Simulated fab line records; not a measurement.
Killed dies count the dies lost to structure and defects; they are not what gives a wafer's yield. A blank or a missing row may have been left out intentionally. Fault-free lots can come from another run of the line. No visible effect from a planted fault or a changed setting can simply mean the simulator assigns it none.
Matching of chambers :: flow n5 finfet :: rie diel-03 running N5_BEOL_M0_SAQP_SPACER1_ETCHBACK_99: 4 sister chambers
The step etches SiO2 in CHF3/O2, target depth 15.4 nm, time 7.7 s. 4 wafers are shown with their chamber, then 8 later ones without.

== WAFERS WITH THEIR CHAMBER ==
wafer: L091.1
chamber: 2
showerhead plenum p Torr (Torr): 2.45

wafer: L091.2
chamber: 3
showerhead plenum p Torr (Torr): 2.33

wafer: L091.3
chamber: 1
showerhead plenum p Torr (Torr): 2.47

wafer: L093.1
chamber: 0
showerhead plenum p Torr (Torr): 2.36

== WAFERS WHOSE CHAMBER IS MISSING ==
wafer: L093.4
showerhead plenum p Torr (Torr): 2.47

wafer: L093.5
showerhead plenum p Torr (Torr): 2.36

wafer: L094.1
showerhead plenum p Torr (Torr): 2.47

wafer: L094.5
showerhead plenum p Torr (Torr): 2.45

wafer: L094.6
showerhead plenum p Torr (Torr): 2.47

wafer: L097.3
showerhead plenum p Torr (Torr): 2.47

wafer: L097.4
showerhead plenum p Torr (Torr): 2.35

wafer: L097.5
showerhead plenum p Torr (Torr): 2.32

== CHAMBER TAKEN BY EACH ==
wafer: L093.4
from the rows above: 1
in truth: 1

wafer: L093.5
from the rows above: 0
in truth: 0

wafer: L094.1
from the rows above: 1
in truth: 1

wafer: L094.5
from the rows above: 2
in truth: 2

wafer: L094.6
from the rows above: 1
in truth: 1

wafer: L097.3
from the rows above: 1
in truth: 1

wafer: L097.4
from the rows above: 0
in truth: 0

wafer: L097.5
from the rows above: 3
in truth: 3
Correctly placed: 8 of 8. Number that these rows cannot place: 0. Placed wrongly: 0.
How it was worked out, from the rows above alone: a wafer's distance from a chamber is the root of the sum, over the readings, of the square of ((its reading less the chamber's mean) divided by the reading's scatter). The wafer belongs to the nearest chamber; if the next one is less than 2 further off, it can't be placed. The mean given for a chamber averages the wafers shown for that chamber. The scatter: with one shown wafer a chamber, the root of the mean of the squares of how far each hidden wafer lies from its nearest shown one.
